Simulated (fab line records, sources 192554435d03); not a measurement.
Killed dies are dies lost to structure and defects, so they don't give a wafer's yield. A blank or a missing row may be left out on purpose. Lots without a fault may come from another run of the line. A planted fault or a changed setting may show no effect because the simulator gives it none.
One fault seen from 2 desks | flow n5_finfet | each desk has only its own numbers; what lay behind them comes last

THE TOOL OWNER'S DESK: rie_diel-01
The tool's own readings at N5_BEOL_M12_TRENCH_ETCH_34 (etches SiOC in C4F8/O2/Ar, target depth 318.95 nm, time 125.5 s): means of the sampled wafers that have a number, for each lot that ran on this tool. A lot is out of limits, marked OUT, if its mean lies more than 4 standard deviations from the usual mean; the brackets give that distance.
Columns: A = drypump_motor_current_A at N5_BEOL_M12_TRENCH_ETCH_34, usual 5.8 A; B = oes_product_au at N5_BEOL_M12_TRENCH_ETCH_34, usual 0.81 a.u.; C = rf_vpp_V at N5_BEOL_M12_TRENCH_ETCH_34, usual 667.3 V; D = showerhead_plenum_p_Torr at N5_BEOL_M12_TRENCH_ETCH_34, usual 3.49 Torr; E = throttle_valve_pct at N5_BEOL_M12_TRENCH_ETCH_34, usual 24.10 %
lot  | first seen here | A   | B    | C     | D    | E
L621 | day 11 09:55    | 6.0 | 0.89 | 670.2 | 3.63 | 23.95
L622 | day 11 16:19    | 5.9 | 0.88 | 669.1 | 3.57 | 23.94
L628 | day 12 22:12    | 6.4 | 0.77 | 668.4 | 3.52 | 24.02
L636 | day 14 23:38    | 5.7 | 0.80 | 667.6 | 3.53 | 24.00
This desk's finding: nothing out of limits on any of the 4 lots.

THE METROLOGY DESK
What the gauges read, lot by lot, whatever tool the lot ran on: means of the sampled wafers that have a number. A lot is out of limits, marked OUT, if its mean lies more than 4 standard deviations from the usual mean; the brackets give that distance.
Columns: A = cd_nm at N5_BEOL_M12_CD_MEAS_28, usual 160.5 nm; B = trench_depth_nm at N5_BEOL_M12_OCD_MEAS_35, usual 319 nm; C = M12_RS at N5_BEOL_M12_RS_MEAS_54, usual 0.0599 ohm/sq
lot  | first seen here | A     | B   | C
L621 | day 11 07:44    | 161.3 | 321 | 0.0595
L622 | day 11 15:34    | 161.3 | 320 | 0.0599
L623 | day 11 21:27    | 159.5 | 319 | 0.0601
L624 | day 12 02:53    | 160.7 | 321 | 0.0594
L630 | day 12 20:58    | 159.0 | 323 | 0.0592
L628 | day 12 21:40    | 161.2 | 313 | 0.0614
L636 | day 14 23:11    | 159.1 | 315 | 0.0609
L637 | day 15 08:49    | 161.9 | 327 | 0.0584
L642 | day 16 23:05    | 159.1 | 316 | 0.0608
L643 | day 17 00:13    | 162.4 | 318 | 0.0604
This desk's finding: nothing out of limits on any of the 10 lots.

PUT TOGETHER
The tool owner's desk saw nothing out of limits.
The metrology desk saw nothing out of limits.

WHAT THE SIMULATOR HAD PUT IN
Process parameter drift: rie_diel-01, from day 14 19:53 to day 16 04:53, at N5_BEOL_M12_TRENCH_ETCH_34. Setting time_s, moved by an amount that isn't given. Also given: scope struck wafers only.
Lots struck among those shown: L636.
